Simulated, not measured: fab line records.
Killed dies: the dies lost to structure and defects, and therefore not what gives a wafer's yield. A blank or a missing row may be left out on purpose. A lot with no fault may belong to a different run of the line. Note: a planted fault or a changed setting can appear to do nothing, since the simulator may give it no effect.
Matching of chambers -- flow n5_finfet -- cmp-04 running N5_MOL_CONTACT_COAG_CMP_23: 4 sister chambers
The step polishes, stops on SiO2, t overpolish 1.5 s, target thk 0 nm. 8 wafers are shown with their chamber, then 9 later ones without.

WAFERS PAIRED WITH THEIR CHAMBERS
wafer,chamber,motor_current_A (A),time_to_endpoint_s (s)
L078.2,1,7.5,14.9
L082.1,2,7.2,8.5
L084.2,0,8.4,3.5
L084.3,2,7.5,5.5
L084.4,3,8.7,5.2
L083.2,3,8.6,7.4
L083.5,1,7.2,11.3
L083.6,0,8.2,6.0

WAFERS MISSING THEIR CHAMBER
wafer,motor_current_A (A),time_to_endpoint_s (s)
L087.1,8.5,6.4
L087.3,8.1,7.1
L087.4,8.0,7.9
L089.1,8.4,7.2
L089.2,7.8,7.3
L089.3,7.3,14.1
L094.1,7.8,7.3
L094.4,8.9,5.0
L094.6,8.5,6.3

WHICH CHAMBER EACH WENT THROUGH
wafer,from the rows above,in truth
L087.1,can't be placed: 3 or 0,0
L087.3,can't be placed: 0 or 3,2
L087.4,can't be placed: 0 or 2 or 3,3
L089.1,can't be placed: 0 or 3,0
L089.2,can't be placed: 2 or 0 or 1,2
L089.3,1,1
L094.1,can't be placed: 2 or 0 or 1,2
L094.4,can't be placed: 3 or 0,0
L094.6,can't be placed: 3 or 0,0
Correctly placed: 1 of 9. Not placeable from these rows: 8 (in 7, the candidates include the true chamber). Wrongly placed: 0.
How it was worked out, from the rows above alone: a wafer's distance from a chamber is the root of the sum, over the readings, of the square of ((its reading less the chamber's mean) divided by the reading's scatter). The wafer belongs to the nearest chamber; if the next one is less than 2 further off, it can't be placed. Each chamber's mean is taken over the wafers shown for it. The scatter: take each reading less its chamber's mean, square it, sum over the shown wafers, divide by the number of wafers less the number of chambers, and take the root.
